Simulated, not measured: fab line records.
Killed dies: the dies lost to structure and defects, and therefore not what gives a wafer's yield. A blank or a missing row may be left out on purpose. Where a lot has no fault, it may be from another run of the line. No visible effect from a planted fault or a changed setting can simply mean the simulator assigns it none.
fab line records ; flow n5Finfet
record: lots: 8; wafers: 20; lastDay: 17
route steps=1938 shown BEOL_M11@1570 BEOL_M15@1830 PASSIVATION@1936
lots with no fault: from the same line, run without faults
startH: the number of hours between the record's first day and the start of the first shown wafer of the lot ; waitH: time in hours since the lot's previous step ; " same as the row above ; L1.1+2: a row that stands for several wafers ; - no value, or no start given ; * or withheld: withheld ; < > ~ a bound
route shown NAME@n: names a module that has steps shown in the file, with the first one's number in the route ; usual: mean/standard deviation of fault-free wafers ; same: alike in all rows ; chamber/n: place in a boat ; sites: the reading at each site ; _std_site: standard deviation across them ; _edge_site: the outer-site mean with the inner-site mean subtracted ; radiusMm: for every site, how far away it sits from the centre of the wafer ; mask NAME#n: copy n ; behind: the tool/chamber that last shaped the wafer ; hold: reason for holding the lot/hours on hold/outcome of the hold ; device: the n, p or np transistor that did not switch ; end of line: the same wafers' tests at the end of the route ; a step given without rows: its recipe and nothing more ; killed: count of dies lost to structure and defects at first sort (not the wafer's yield) ; map: shows each die of a wafer: x if killed, . if not, _ if none is there
set.NAME: the setting as run; set.NAME@STEP: as run at that earlier step ; model.NAME: the simulator's own value behind a step, which no gauge read
route steps across a sampled set of lots; one table per step, one row per wafer
services: a tool's chamber out of use, with start hour (startH, from the record's first day; less than 0 if before it), hours out, and reason
== steps ==
step: N5_BEOL_M11_INSPECT_30
recipe: mode: adi; inspectInstrument: brightfield
usual: rawDefectCount: 404/84
lot.wafer;tool;chamber;startH;waitH;rawDefectCount
L431.1;defectInspect-01;-;269.19;0.0;323
L431.2;defectInspect-01;-;269.19;0.0;310
L431.5;defectInspect-01;-;269.19;0.0;375
L432.2;defectInspect-02;-;275.70;0.0;386
L432.5;defectInspect-02;-;275.70;0.0;325
L435.5;defectInspect-02;-;292.35;0.0;477
L435.6;defectInspect-02;-;292.35;0.0;541
L436.2;defectInspect-02;-;299.54;0.0;468
L436.4;defectInspect-02;-;299.54;0.0;420
L445.2;defectInspect-01;-;343.70;0.0;404
L445.6;defectInspect-01;-;343.70;0.0;349
L446.2;defectInspect-01;-;348.37;0.0;389
L446.3;defectInspect-01;-;348.37;0.0;310
L446.6;defectInspect-01;-;348.37;0.0;271
L447.1;defectInspect-01;-;368.30;0.0;419
L447.3;defectInspect-01;-;368.30;0.0;417
L447.5;defectInspect-01;-;368.30;0.0;354
L448.1;defectInspect-01;-;369.98;0.0;597
L448.2;defectInspect-01;-;369.98;0.0;445
L448.5;defectInspect-01;-;369.98;0.0;419
step: N5_BEOL_M11_DESCUM_33
recipe: chemistry: O2; timeS: 7.9; sourcePowerW: 50; biasPowerW: 20; pressureMtorr: 20; rfFrequencyHz: 2.712e+07; tempC: 40; resist: CAR-ArF; o2FlowSccm: 225
usual: drypumpMotorCurrentA: 5.8/0.32; oesProductAu: 0.76/0.069; rfVppV: 243.0/1.3; showerheadPlenumPTorr: 2.09/0.078; throttleValvePct: 20.45/0.22
lot.wafer;tool;chamber;startH;waitH;drypumpMotorCurrentA;oesProductAu;rfHoursCounterH;rfVppV;showerheadPlenumPTorr;throttleValvePct
L431.1;rieDiel-03;3;269.23;0.0;5.9;0.68;243;243.0;2.07;20.62
L431.2;rieDiel-03;1;269.23;0.0;5.4;0.79;132;242.6;2.09;20.18
L431.5;rieDiel-03;3;269.23;0.0;5.9;0.67;-;242.9;2.07;20.63
L432.2;rieDiel-01;3;275.97;0.3;5.7;0.75;168;243.2;1.98;20.51
L432.5;rieDiel-01;1;275.97;0.3;5.9;0.71;-;240.7;2.00;20.78
L435.5;rieDiel-03;1;292.40;0.0;5.4;0.78;-;244.1;2.09;20.19
L435.6;rieDiel-03;0;292.40;0.0;5.7;0.82;-;244.4;2.19;20.63
L436.2;rieDiel-04;3;299.57;0.0;5.1;0.75;157;244.4;2.08;20.02
L436.4;rieDiel-04;0;299.57;0.0;5.7;0.77;138;243.6;2.12;20.69
L445.2;rieDiel-03;0;343.73;0.0;5.7;0.81;97;244.1;2.18;20.68
L445.6;rieDiel-03;0;343.73;0.0;5.7;0.81;-;245.2;2.18;20.67
L446.2;rieDiel-01;0;348.46;0.1;5.8;0.78;102;243.5;2.13;20.34
L446.3;rieDiel-01;2;348.46;0.1;6.4;0.70;224;244.7;2.17;20.56
L446.6;rieDiel-01;0;348.46;0.1;5.8;0.77;-;243.8;2.13;20.33
L447.1;rieDiel-04;0;368.34;0.0;5.7;0.75;160;242.8;2.11;20.72
L447.3;rieDiel-04;1;368.34;0.0;5.7;0.79;123;241.9;2.05;20.48
L447.5;rieDiel-04;3;368.34;0.0;5.0;0.73;-;241.8;2.07;20.05
L448.1;rieDiel-04;1;370.02;0.0;5.7;0.81;123;241.4;2.05;20.47
L448.2;rieDiel-04;3;370.02;0.0;5.0;0.72;183;242.3;2.07;20.05
L448.5;rieDiel-04;1;370.02;0.0;5.7;0.80;-;243.7;2.05;20.47
step: N5_BEOL_M11_CURE_72
recipe: tempC: 370; timeS: 120; ambient: DMADMS/He; material: SiCOH_lowk
usual: lampPowerPct: 52.31/0.054; wafer_temp_C_max: 371.7/0.55
lot.wafer;tool;chamber;startH;waitH;lampPowerPct;wafer_temp_C_max
L431.1;uvCure-01;2;269.92;0.0;52.29;372.5
L431.2;uvCure-01;2;269.92;0.0;52.24;371.7
L431.5;uvCure-01;2;269.92;0.0;52.29;371.2
L432.2;uvCure-01;0;277.15;0.5;52.26;370.9
L432.5;uvCure-01;0;277.15;0.5;52.24;371.6
L435.5;uvCure-02;0;293.40;0.4;52.30;371.8
L435.6;uvCure-02;0;293.40;0.4;52.29;371.4
L436.2;uvCure-03;1;300.36;0.1;52.30;372.6
L436.4;uvCure-03;1;300.36;0.1;52.24;371.8
L445.2;uvCure-02;1;344.48;0.1;52.27;373.1
L445.6;uvCure-02;1;344.48;0.1;52.35;373.5
L446.2;uvCure-03;1;349.25;0.1;52.30;371.6
L446.3;uvCure-03;1;349.25;0.1;52.29;371.5
L446.6;uvCure-03;1;349.25;0.1;52.30;371.5
L447.1;uvCure-03;0;369.02;0.0;52.23;372.0
L447.3;uvCure-03;0;369.02;0.0;52.25;371.1
L447.5;uvCure-03;0;369.02;0.0;52.25;371.1
L448.1;uvCure-03;1;370.70;0.0;52.23;371.4
L448.2;uvCure-03;1;370.70;0.0;52.33;371.2
L448.5;uvCure-03;1;370.70;0.0;52.32;371.3
step: N5_BEOL_M11_ALD_74
recipe: material: TaN; targetThkA: 20; tempC: 275; aldPrecursorFamily: PDMAT; aldCoReactant: NH3; pressureTorr: 3; carrierFlowSccm: 1500; pulseTimeS: 2; purgeTimeS: 3; coReactantPurgeTimeS: 2; coReactantPulseTimeS: 3; aldCycles: 40; precursorVesselTempC: 75; precursorVesselPressureTorr: 26.25; precursorVesselCarrierSccm: 1000
usual: aldCycles: 40/0; chamberPressureTorr: 3.001/0.0064; heaterPowerOuterW: 231/34; heaterPowerW: 424/49
same: purgeTimeS: 3
lot.wafer;tool;chamber;startH;waitH;aldCycles;chamberPressureTorr;heaterPowerOuterW;heaterPowerW
L431.1;aldMetal-02;2;270.36;0.0;40;3.013;196;367
L431.2;aldMetal-02;3;270.36;0.0;40;2.998;247;441
L431.5;aldMetal-02;0;270.36;0.0;40;2.999;230;421
L432.2;aldMetal-02;3;279.70;0.0;22;3.015;243;447
L432.5;aldMetal-02;0;279.70;0.0;40;3.005;220;436
L435.5;aldMetal-02;2;293.89;0.2;40;2.993;194;372
L435.6;aldMetal-02;3;293.89;0.2;22;2.998;247;454
L436.2;aldMetal-02;2;301.02;0.0;22;2.999;198;375
L436.4;aldMetal-02;2;301.02;0.0;40;2.995;200;380
L445.2;aldMetal-04;0;345.07;0.1;40;3.015;208;388
L445.6;aldMetal-04;0;345.07;0.1;40;3.003;202;405
L446.2;aldMetal-01;3;349.87;0.0;40;2.996;223;427
L446.3;aldMetal-01;0;349.87;0.0;40;3.002;228;409
L446.6;aldMetal-01;1;349.87;0.0;40;3.007;267;489
L447.1;aldMetal-02;3;370.74;0.0;40;3.011;239;429
L447.3;aldMetal-02;0;370.74;0.0;40;3.013;216;413
L447.5;aldMetal-02;3;370.74;0.0;40;3.008;240;423
L448.1;aldMetal-02;3;371.43;0.0;40;2.995;241;423
L448.2;aldMetal-02;1;371.43;0.0;40;3.002;184;347
L448.5;aldMetal-02;1;371.43;0.0;40;2.998;184;346
step: N5_BEOL_M15_RC_MEAS_101
usual: COMB_M10: 1.4e-11/3e-12; COMB_M11: 1.4e-11/3.2e-12; COMB_M11_max_site: 2.1e-11/5.5e-12; COMB_M12: 5.9e-12/1.3e-12; COMB_M13: 4.3e-12/9.3e-13; COMB_M14: 3e-12/8.4e-13; COMB_M14_max_site: 4.6e-12/1.3e-12; COMB_M15: 1.9e-12/4.9e-13; COMB_M15_max_site: 3.1e-12/8.4e-13; COMB_M5: 3.6e-11/7.2e-12; COMB_M6: 2.6e-11/5.2e-12; COMB_M7: 2.5e-11/6e-12; COMB_M8: 2.5e-11/5.2e-12; COMB_M8_max_site: 3.6e-11/8.3e-12; COMB_M9: 1.41e-11/2.9e-12; SERP_M10: 3.01/0.1; SERP_M11: 3.07/0.091; SERP_M12: 0.625/0.023; SERP_M12_max_site: 0.638/0.024; SERP_M13: 0.312/0.007; SERP_M14: 0.163/0.0063; SERP_M5: 37.9/2.3; SERP_M6: 14.1/0.83; SERP_M7: 13.8/0.65; SERP_M8: 13.6/0.69; SERP_M9: 3.05/0.1
lot.wafer;tool;chamber;startH;waitH;COMB_M10[S/m];COMB_M11[S/m];COMB_M11_max_site[S/m];COMB_M12[S/m];COMB_M13[S/m];COMB_M14[S/m];COMB_M14_max_site[S/m];COMB_M15[S/m];COMB_M15_max_site[S/m];COMB_M5[S/m];COMB_M6[S/m];COMB_M7[S/m];COMB_M8[S/m];COMB_M8_max_site[S/m];COMB_M9[S/m];SERP_M10[ohm/um];SERP_M11[ohm/um];SERP_M12[ohm/um];SERP_M12_max_site[ohm/um];SERP_M13[ohm/um];SERP_M14[ohm/um];SERP_M5[ohm/um];SERP_M6[ohm/um];SERP_M7[ohm/um];SERP_M8[ohm/um];SERP_M9[ohm/um]
L431.1;prober-02;0;303.06;0.0;1.8e-11;1.5e-11;2.3e-11;7.4e-12;2.6e-12;3.6e-12;4.8e-12;2.7e-12;4e-12;2.5e-11;2.4e-11;3.7e-11;2.8e-11;3.6e-11;1.58e-11;2.96;3.06;0.591;0.615;0.319;0.160;39.0;13.5;14.5;13.0;3.15
L431.2;prober-02;0;303.06;0.0;1.7e-11;1.4e-11;2.1e-11;7.9e-12;4.7e-12;3.2e-12;5.2e-12;2.8e-12;3.5e-12;2.8e-11;1.8e-11;3e-11;2.4e-11;3.6e-11;1.39e-11;3.04;2.97;0.632;0.640;0.320;0.154;32.3;15.1;14.6;13.4;3.32
L431.5;prober-02;0;303.06;0.0;1.4e-11;1.5e-11;1.7e-11;7e-12;4.9e-12;3.1e-12;4.3e-12;2.2e-12;3.8e-12;2.7e-11;3.5e-11;3e-11;2.2e-11;2.8e-11;1e-11;3.10;3.07;0.648;0.658;0.327;0.162;35.3;14.1;15.0;14.1;2.87
L432.2;prober-01;0;307.83;0.2;1.1e-11;9.6e-11;1.51e-10;6.4e-12;5.7e-12;1.9e-12;2.9e-12;1.3e-12;3.3e-12;2.8e-11;2.1e-11;2.5e-11;2.2e-11;2.6e-11;1.4e-11;3.12;3.04;0.615;0.631;0.308;0.161;42.5;13.6;14.0;12.3;2.84
L432.5;prober-01;0;307.83;0.2;1.1e-11;1.5e-11;2.9e-11;5.8e-12;4.9e-12;1.6e-12;2.5e-12;1.8e-12;3.6e-12;4.4e-11;2.4e-11;2.3e-11;2.6e-11;4.3e-11;1.74e-11;2.89;3.04;0.627;0.642;0.323;0.167;36.2;14.0;13.8;14.1;2.93
L435.5;prober-02;0;322.20;1.0;1.3e-11;1.1e-11;1.9e-11;7.6e-12;3.8e-12;4e-12;5.4e-12;2.5e-12;4e-12;3.2e-11;1.9e-11;2.7e-11;2.3e-11;4.3e-11;1.37e-11;2.93;3.11;0.600;0.615;0.311;0.169;38.6;14.8;13.4;12.7;3.08
L435.6;prober-02;0;322.20;1.0;1.2e-11;6.4e-11;8.4e-11;8.2e-12;6.6e-12;5.7e-12;1.11e-11;1.7e-12;2e-12;3.4e-11;3.2e-11;3.6e-11;2.8e-11;4.7e-11;1.42e-11;2.96;2.93;0.595;0.606;0.319;0.169;36.4;14.5;13.4;13.4;2.88
L436.2;prober-02;0;328.51;0.2;1.2e-11;8.5e-11;1.18e-10;7.1e-12;4.3e-12;4.5e-12;5.2e-12;2.2e-12;3e-12;3.2e-11;2.8e-11;1.8e-11;1.8e-11;3e-11;1.19e-11;3.10;2.86;0.620;0.636;0.314;0.166;36.7;14.0;13.5;13.9;2.97
L436.4;prober-02;0;328.51;0.2;1.9e-11;1.3e-11;2e-11;8.3e-12;4.9e-12;4.6e-12;6.5e-12;2.2e-12;3e-12;4.1e-11;2.3e-11;3.3e-11;3e-11;4.3e-11;1.78e-11;3.00;3.17;0.653;0.661;0.322;0.165;38.9;14.6;14.7;14.8;2.93
L445.2;prober-01;0;376.23;0.2;1.6e-11;1.2e-11;2.2e-11;7.1e-12;3.4e-12;3.4e-12;6.2e-12;1.2e-12;1.9e-12;5.1e-11;2.4e-11;1.9e-11;2.3e-11;3.1e-11;2.14e-11;2.89;3.17;0.614;0.628;0.318;0.162;39.3;13.6;13.5;13.1;3.10
L445.6;prober-01;0;376.23;0.2;2e-11;1.4e-11;1.7e-11;4.3e-12;3.2e-12;2.3e-12;4.2e-12;2.4e-12;2.9e-12;3.4e-11;1.6e-11;2.2e-11;2.5e-11;3.3e-11;9.4e-12;3.00;3.11;0.602;0.618;0.320;0.160;40.2;14.2;13.5;14.4;2.92
L446.2;prober-01;0;379.95;0.2;9e-12;1.6e-11;2e-11;6.9e-12;4.4e-12;2.2e-12;3.4e-12;2.5e-12;3.2e-12;5.4e-11;2.6e-11;2e-11;1.8e-11;3.7e-11;1.29e-11;2.88;3.21;0.630;0.646;0.310;0.167;39.5;13.8;13.7;14.0;3.02
L446.3;prober-01;0;379.95;0.2;8e-12;1.2e-11;1.4e-11;6.5e-12;4.6e-12;2e-12;2.8e-12;1.6e-12;2.9e-12;3.2e-11;2.9e-11;1.6e-11;2.2e-11;2.6e-11;1.8e-11;2.81;3.06;0.626;0.637;0.312;0.166;36.8;13.6;13.7;14.0;3.06
L446.6;prober-01;0;379.95;0.2;1.1e-11;1.7e-11;1.9e-11;6.6e-12;4.2e-12;3.2e-12;6.5e-12;1.8e-12;3.3e-12;4.1e-11;2.6e-11;2e-11;1.8e-11;2.3e-11;1.15e-11;3.00;3.17;0.622;0.631;0.302;0.171;36.9;13.4;13.1;13.2;2.94
L447.1;prober-01;0;397.32;0.4;1.4e-11;1.7e-11;2.5e-11;5.2e-12;3.3e-12;2.2e-12;3.2e-12;2.3e-12;2.8e-12;3e-11;3.8e-11;2.3e-11;3.1e-11;4.1e-11;1.11e-11;2.83;2.99;0.608;0.624;0.310;0.172;38.9;13.0;13.0;12.8;3.11
L447.3;prober-01;0;397.32;0.4;1.5e-11;1.7e-11;3.4e-11;5.1e-12;3.8e-12;2.8e-12;3.9e-12;1.8e-12;3.1e-12;3.7e-11;2.7e-11;2e-11;2.5e-11;3.6e-11;1.56e-11;3.12;2.93;0.620;0.628;0.308;0.158;33.0;14.1;12.6;14.5;3.09
L447.5;prober-01;0;397.32;0.4;1.2e-11;1.2e-11;1.8e-11;5.3e-12;4.8e-12;2.4e-12;4.2e-12;1.7e-12;2.9e-12;3.8e-11;2.8e-11;2e-11;2.4e-11;3.5e-11;1.61e-11;3.17;3.08;0.624;0.636;0.302;0.165;36.3;13.9;13.1;13.3;2.97
L448.1;prober-01;0;399.93;0.0;1.3e-11;1.7e-11;3e-11;6.5e-12;3.8e-12;2.4e-12;2.9e-12;1.6e-12;2.7e-12;4.9e-11;2.7e-11;2.3e-11;2.3e-11;3.1e-11;1.18e-11;3.04;2.92;0.651;0.656;0.310;0.173;37.5;12.7;13.2;13.5;3.22
L448.2;prober-01;0;399.93;0.0;1.1e-11;1.6e-11;2.4e-11;5.3e-12;4.1e-12;2.9e-12;5e-12;2.2e-12;3.1e-12;3.7e-11;3.7e-11;2.4e-11;2.3e-11;2.6e-11;1.41e-11;2.96;2.98;0.634;0.651;0.323;0.155;38.3;14.4;13.1;14.1;2.97
L448.5;prober-01;0;399.93;0.0;1.2e-11;1.5e-11;1.9e-11;4.9e-12;4e-12;2.4e-12;3.1e-12;2.4e-12;4e-12;3.3e-11;3.3e-11;2.2e-11;2.1e-11;3.3e-11;1.27e-11;2.97;3.03;0.609;0.628;0.309;0.163;36.6;13.9;13.2;14.6;3.16
sites COMB_M11 radiusMm=0,75,75,75,75,140,140,140,140
L431.1 1.9e-11 1.6e-11 1.4e-11 1.7e-11 1.3e-11 1.5e-11 2.3e-11 1.1e-11 1.2e-11
L432.2 9.6e-11 1.25e-10 1.4e-10 7.1e-11 9.2e-11 1.14e-10 9.2e-11 1.51e-10 6.3e-11
L435.5 1.1e-11 1.1e-11 1.2e-11 1.9e-11 1.1e-11 1.5e-11 1e-11 9e-12 1.1e-11
L436.2 6.9e-11 8.5e-11 6.6e-11 8.7e-11 6e-11 5.6e-11 1.18e-10 8.9e-11 1.11e-10
L445.2 1.2e-11 2.2e-11 7e-12 1e-11 1.4e-11 1.1e-11 1.2e-11 1.4e-11 1.3e-11
L446.2 1.9e-11 2e-11 1.3e-11 1.4e-11 1.7e-11 1.2e-11 1.6e-11 1.3e-11 1.7e-11
L447.1 2.3e-11 1.4e-11 2.3e-11 9e-12 2.1e-11 1.7e-11 2.5e-11 1.5e-11 1.5e-11
L448.1 1.6e-11 2e-11 1e-11 1.7e-11 1.5e-11 3e-11 2.3e-11 1.3e-11 2.6e-11
step: N5_PASSIVATION_PROBE_49
usual: defectLimitedYield: 91.6/1.4; killed_at_M0_to_M3: 32/9.5; killed_at_M4_up: 13/6; killedAtContacts: 12/5.6; killedAtFrontEnd: 39/11; killedAtOther: 2.8/2.3; killedDies: 99/16; killedOpen: 65/12; killedShort: 32/7.6; sort_bin_4_leakage: 0.1/0.88; sort_bin_5_function: 4.8/0.88; sort_bin_6_memory: 3.2/0.65; sortNPass: 1077/29; sortYieldPct: 91.2/2.5
same: grossDies: 1180; killedAtBackSide: 0; sort_bin_8_speed[%]: 0
lot.wafer;tool;chamber;startH;waitH;defectLimitedYield[%];killed_at_M0_to_M3;killed_at_M4_up;killedAtContacts;killedAtFrontEnd;killedAtOther;killedDies;killedOpen;killedShort;sort_bin_4_leakage[%];sort_bin_5_function[%];sort_bin_6_memory[%];sortNPass;sortYieldPct[%]
L432.2;prober-02;-;322.64;0.1;90.6;53;18;11;29;0;111;63;41;0.6;4.9;3.6;1069;90.6
L435.6;prober-01;-;335.53;0.3;87.0;37;33;13;57;13;153;83;48;0.6;6.2;4.5;1027;87.0
L436.2;prober-02;-;343.54;0.1;90.8;28;17;12;49;3;109;69;37;0.3;4.8;3.7;1071;90.8
L445.2;prober-02;-;391.37;0.1;92.7;21;10;13;37;5;86;54;24;0.6;4.5;2.0;1087;92.1
L445.6;prober-02;-;391.57;0.3;91.1;34;18;18;31;4;105;67;38;0.3;5.0;3.7;1071;90.8
L446.2;prober-01;-;394.98;0.1;90.1;54;6;8;48;1;117;76;41;0.2;5.3;4.3;1061;89.9
L446.3;prober-01;-;395.03;0.1;90.5;29;15;15;51;2;112;72;39;0;5.4;3.4;1068;90.5
L446.6;prober-01;-;395.18;0.3;89.5;31;14;13;60;6;124;83;41;0;6.4;3.8;1056;89.5
L447.1;prober-02;-;411.86;0.0;92.5;38;17;11;23;0;89;68;20;0;4.7;2.7;1091;92.5
L447.3;prober-02;-;411.96;0.1;93.0;32;10;14;27;0;83;64;19;0;4.0;2.8;1097;93.0
L447.5;prober-02;-;412.06;0.2;91.1;34;16;11;43;1;105;71;33;0;5.3;3.5;1075;91.1
killed by level:class
L432.2 BEOL_M1:geometricParticle:open=13 BEOL_M2:geometricParticle:open=12 MOL_CONTACT_COAG:geometricParticle:open=9 BEOL_M0_SAQP:geometricParticle:short=8 BEOL_M3:geometricParticle:short=7 M11:areaAld=7 FIN_SAQP:geometricParticle:short=6 ILD0:geometricParticle:short=6
L435.6 BEOL_M4:geometricParticle:open=14 BEOL_M0_SAQP:geometricParticle:open=13 BEOL_M0_SAQP:geometricParticle:short=12 FIN_SAQP:geometricParticle:open=11 HKMG_FIN:areaEtch=11 MOL_CONTACT_COAG:geometricParticle:open=10 FIN_SAQP:geometricParticle:short=9 M11:areaAld=7
L436.2 FIN_SAQP:geometricParticle:open=16 FIN_SAQP:geometricParticle:short=10 MOL_CONTACT_COAG:geometricParticle:open=10 BEOL_M2:geometricParticle:open=8 BEOL_M3:geometricParticle:open=7 STI_FIN_REVEAL:geometricParticle:open=6 BEOL_M4:geometricParticle:open=5 BEOL_M0_SAQP:geometricParticle:short=4
L445.2 MOL_CONTACT_COAG:geometricParticle:open=12 HKMG_FIN:areaEtch=8 BEOL_M3:geometricParticle:open=6 FIN_SAQP:geometricParticle:open=5 STI_FIN_REVEAL:geometricParticle:open=4 DUMMY_GATE:geometricParticle:open=4 BEOL_M1:geometricParticle:open=4 BEOL_M1:geometricParticle:short=4
L445.6 STI_FIN_REVEAL:geometricParticle:open=15 MOL_CONTACT_COAG:geometricParticle:open=13 BEOL_M0_SAQP:geometricParticle:open=9 BEOL_M1:geometricParticle:open=7 BEOL_M0_SAQP:geometricParticle:short=6 BEOL_M4:geometricParticle:open=6 MOL_CONTACT_COAG:geometricParticle:short=5 BEOL_M1:geometricParticle:short=5
L446.2 FIN_SAQP:geometricParticle:open=18 BEOL_M1:geometricParticle:short=16 BEOL_M1:geometricParticle:open=14 BEOL_M2:geometricParticle:open=9 FIN_SAQP:geometricParticle:short=7 MOL_CONTACT_COAG:geometricParticle:open=7 BEOL_M0_SAQP:geometricParticle:open=6 DUMMY_GATE:geometricParticle:open=4
L446.3 FIN_SAQP:geometricParticle:short=13 FIN_SAQP:geometricParticle:open=12 MOL_CONTACT_COAG:geometricParticle:open=12 DUMMY_GATE:geometricParticle:open=7 BEOL_M2:geometricParticle:open=7 STI_FIN_REVEAL:geometricParticle:open=6 BEOL_M0_SAQP:geometricParticle:open=5 BEOL_M4:geometricParticle:open=5
L446.6 FIN_SAQP:geometricParticle:open=14 FIN_SAQP:geometricParticle:short=11 MOL_CONTACT_COAG:geometricParticle:open=11 DUMMY_GATE:geometricParticle:open=10 STI_FIN_REVEAL:geometricParticle:open=9 BEOL_M5:geometricParticle:open=7 BEOL_M2:geometricParticle:open=6 BEOL_M0_SAQP:geometricParticle:open=5
L447.1 MOL_CONTACT_COAG:geometricParticle:open=11 BEOL_M4:geometricParticle:open=10 BEOL_M0_SAQP:geometricParticle:open=9 BEOL_M0:geometricParticle:open=8 BEOL_M0_SAQP:geometricParticle:short=7 BEOL_M2:geometricParticle:open=7 DUMMY_GATE:geometricParticle:open=5 STI_FIN_REVEAL:geometricParticle:open=4
L447.3 MOL_CONTACT_COAG:geometricParticle:open=13 FIN_SAQP:geometricParticle:open=9 BEOL_M0_SAQP:geometricParticle:open=9 BEOL_M4:geometricParticle:open=5 STI_FIN_REVEAL:geometricParticle:open=4 BEOL_M0:geometricParticle:open=4 BEOL_M1:geometricParticle:short=4 BEOL_M3:geometricParticle:open=4
L447.5 STI_FIN_REVEAL:geometricParticle:open=17 BEOL_M3:geometricParticle:open=12 BEOL_M4:geometricParticle:open=8 BEOL_M0_SAQP:geometricParticle:short=7 MOL_CONTACT_COAG:geometricParticle:open=6 FIN_SAQP:geometricParticle:short=5 STI_FIN_REVEAL:geometricParticle:short=5 MOL_CONTACT_COAG:geometricParticle:short=5
== services ==
tool;chamber;startH;hours;kind
rieDiel-03;-;262.64;0.5;repair
uvCure-03;-;265.82;1.0;pm
aldMetal-04;3;266.68;12.9;repair
uvCure-02;-;272.40;7.0;repair
aldMetal-04;2;283.63;8.0;repair
rieDiel-04;0;289.58;7.4;repair
aldMetal-02;3;294.30;24.3;repair
rieDiel-04;2;306.17;5.3;repair
aldMetal-02;-;337.25;14.0;pm
aldMetal-02;0;337.25;14.0;ventCycle
aldMetal-02;1;337.25;14.0;ventCycle
aldMetal-02;2;337.25;14.0;ventCycle
aldMetal-02;3;337.25;14.0;ventCycle
rieDiel-03;2;342.53;6.8;repair
rieDiel-04;0;344.79;4.5;repair
uvCure-01;-;344.91;0.8;repair
uvCure-02;-;346.62;6.2;repair
aldMetal-02;0;351.25;-;clean
aldMetal-02;1;351.25;-;clean
aldMetal-02;2;351.25;-;clean
aldMetal-02;3;351.25;-;clean
aldMetal-01;-;352.53;2.8;pm
rieDiel-01;3;352.67;2.8;repair
aldMetal-01;2;364.53;20.0;repair
== key ==
firstSign: step: N5_BEOL_M11_ALD_74; reading: aldCycles; direction: down; sigmas: 99+; usual: *; struck: *
effect: step: N5_BEOL_M15_RC_MEAS_101; reading: COMB_M11; direction: up; sigmas: 21; usual: 1.4e-11; struck: 8.2e-11
metAt N5_BEOL_M11_ALD_74
struckLots L432,L435,L436
struckWafers L432.2,L435.6,L436.2
baselineLoss: step: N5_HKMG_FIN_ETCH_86; wafers: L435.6
notActingAt N5_BEOL_M11_INSPECT_30,N5_BEOL_M11_DESCUM_33,N5_BEOL_M11_CURE_72
onsetBetween 270.36 279.70
fault: kind: processParameterDrift; tool: aldMetal-02; chamber: -; onsetH: 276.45; steps: N5_BEOL_M11_ALD_74; channel: aldCycles; offset: *; shape: step; endH: 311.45; scope: struckWafersOnly; actsIn: *; stated: *
baselineLoss: these wafers lose ten dies or more at that step, a loss of the line's own and not of a fault; the sort's usual values leave them out
